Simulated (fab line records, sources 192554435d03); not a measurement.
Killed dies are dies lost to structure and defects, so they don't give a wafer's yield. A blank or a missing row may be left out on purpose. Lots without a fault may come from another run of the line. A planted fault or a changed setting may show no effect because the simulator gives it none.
Chamber matching | flow n5_finfet | N5_GATE_CUT_SAC_CAP_01 on ald_sin-03: 4 sister chambers
The step material SiNx, target thk 24 nm, pulse time 1 s, ald cycles 480. 4 wafers are shown with their chamber, then 11 later ones without.

WAFERS WITH THEIR CHAMBER
wafer  | chamber | heater_power_w (W)
L087.2 | 2       | 782
L089.3 | 1       | 850
L089.5 | 0       | 1071
L090.2 | 3       | 870

WAFERS WITHOUT THEIR CHAMBER
wafer  | heater_power_w (W)
L090.5 | 777
L090.6 | 888
L092.1 | 763
L092.2 | 839
L092.5 | 780
L094.3 | 841
L094.4 | 852
L094.5 | 874
L095.1 | 1048
L095.4 | 781
L095.6 | 853

WHICH CHAMBER EACH WENT THROUGH
wafer  | from the rows above     | in truth
L090.5 | 2                       | 2
L090.6 | can't be placed: 3 or 1 | 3
L092.1 | 2                       | 2
L092.2 | can't be placed: 1 or 3 | 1
L092.5 | 2                       | 2
L094.3 | can't be placed: 1 or 3 | 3
L094.4 | can't be placed: 1 or 3 | 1
L094.5 | can't be placed: 3 or 1 | 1
L095.1 | 0                       | 0
L095.4 | 2                       | 2
L095.6 | can't be placed: 1 or 3 | 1
Placed correctly: 5 of 11. Can't be placed from these rows: 6 (the true chamber is among the candidates in 6). Placed wrongly: 0.
How it was worked out, from the rows above alone: a wafer's distance from a chamber is the root of the sum, over the readings, of the square of ((its reading less the chamber's mean) divided by the reading's scatter). The wafer belongs to the nearest chamber; if the next one is less than 2 further off, it can't be placed. A chamber's mean is the mean of its shown wafers. The scatter: with one shown wafer a chamber, the root of the mean of the squares of how far each hidden wafer lies from its nearest shown one.
